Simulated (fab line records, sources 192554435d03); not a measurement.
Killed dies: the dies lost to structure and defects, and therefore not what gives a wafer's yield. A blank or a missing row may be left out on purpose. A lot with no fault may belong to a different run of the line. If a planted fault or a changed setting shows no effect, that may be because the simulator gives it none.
A struck lot beside a sound one	flow n5 finfet	19 out of 1938 route steps
Sound: wafers L128.1, L128.3, L128.4. Wafers L139.1, L139.3 were the ones struck. Last of all comes the cause.
Order at every step that has rows: each side's tool, ch and its chambers, its first start. Under that, the readings that differ: sound wafers	struck wafers	difference of the means	sigmas: that difference in standard deviations of wafers without a fault.
alike: readings with means less than 2 such deviations apart, plus words and numbers identical on both sides. not compared: withheld readings, readings lacking a value on some wafer, bounds such as >300 that could conceal the same value, and numbers that have no deviation in the record and whose values overlap.
Wherever a step has rows on one side only, a row that says differs or no value, or a row with sigmas, the two part there. When numbers do not overlap yet have no deviation, they are printed without sigmas and do not part them. A reading that every wafer of one side lacks parts them only if that side has two wafers or more.

N5_PASSIVATION_AL_ETCH_33: etches Al in Cl2/BCl3, stops on TaN, target depth 2800 nm, time 466.7 s.
  sound on rie metal-03 ch 0,1, day 14 00:02; struck on rie metal-03 ch 1, day 16 11:17
  alike: drypump motor current A, oes product au, throttle valve pct
  not compared: rf hours counter h
N5_PASSIVATION_ETCH_59: etches TaN in Cl2/BCl3, target depth 65 nm, time 34.9 s.
  sound on rie metal-03 ch 0,1, day 14 00:26; struck on rie metal-03 ch 1, day 16 11:41
  alike: drypump motor current A, oes product au, throttle valve pct
  not compared: rf hours counter h
N5_PASSIVATION_STRIP_34: strips in O2.
  sound on rie diel-04 ch 0,3, day 14 00:33; struck on rie diel-05 ch 1,2, day 16 11:48
  alike: drypump motor current A, oes product au, rf vpp V, showerhead plenum p Torr, throttle valve pct
  not compared: rf hours counter h
then, 4 steps without rows for these wafers: N5_PASSIVATION_STRIP_51 (strips in post etch residue remover, time 1200 s); N5_PASSIVATION_CLEAN_69 (cleans in IPA, time 180 s); N5_PASSIVATION_SRD_70 (time 30 s); N5_PASSIVATION_PECVD_53 (deposits SiO2 from TEOS/O2, target thk 800 nm, time 169.4 s).
N5_PASSIVATION_PECVD_35: deposits SiNx from SiH4/NH3/N2, target thk 700 nm, time 151.3 s.
  sound on pecvd-01 ch 0,1, day 14 01:10; struck on pecvd-02 ch 0,1, day 16 12:25
  alike: heater power w, showerhead plenum p Torr, showerhead vpp V, throttle valve pct
then, 4 steps without rows for these wafers: N5_PASSIVATION_HMDS_37 (time 60 s); N5_PASSIVATION_COAT_38; N5_PASSIVATION_EBR_40; N5_PASSIVATION_SOFTBAKE_39 (time 120 s).
N5_PASSIVATION_EXPOSE_41: exposes mask PASS OPEN, defocus 0 nm, target cd 40000 nm.
  sound on krf scanner-02 ch 0, day 14 01:32; struck on krf scanner-02 ch 0, day 16 12:47
  alike: mask
then, 3 steps without rows for these wafers: N5_PASSIVATION_PEB_42; N5_PASSIVATION_DEVELOP_43 (develop time 60 s); N5_PASSIVATION_HARDBAKE_45 (time 120 s).
N5_PASSIVATION_CD_MEAS_44 targets a cd of 40000 nm.
  sound on cd sem-01 ch 0, day 14 01:43; struck on cd sem-03 ch 0, day 16 12:58
reading	sound	struck	difference	sigmas
cd nm (nm)	40007 40005 40007	40052 40044	+42	+12
N5_PASSIVATION_OVL_MEAS_66:
  sound on overlay-02 ch 0, day 14 01:45; struck on overlay-01 ch 0, day 16 13:00
  alike: PASS_OPEN_OVL
N5_PASSIVATION_PROBE_49:
  sound: prober-01 at day 14 05:11; struck: prober-02 at day 16 16:45
  alike: defect limited yield, killed_at_M0_to_M3, killed_at_M4_up, killed at contacts, killed at front end, killed at other, killed dies, killed on rim, killed open, killed short, sort_bin_5_function, sort_bin_6_memory, sort n pass, sort yield pct

## WHERE THEY PART
Only at N5_PASSIVATION_CD_MEAS_44, as far as this record shows. Later steps at which nothing parts them and some readings are alike: N5_PASSIVATION_OVL_MEAS_66, N5_PASSIVATION_PROBE_49.

WHY: the cause the simulator had injected
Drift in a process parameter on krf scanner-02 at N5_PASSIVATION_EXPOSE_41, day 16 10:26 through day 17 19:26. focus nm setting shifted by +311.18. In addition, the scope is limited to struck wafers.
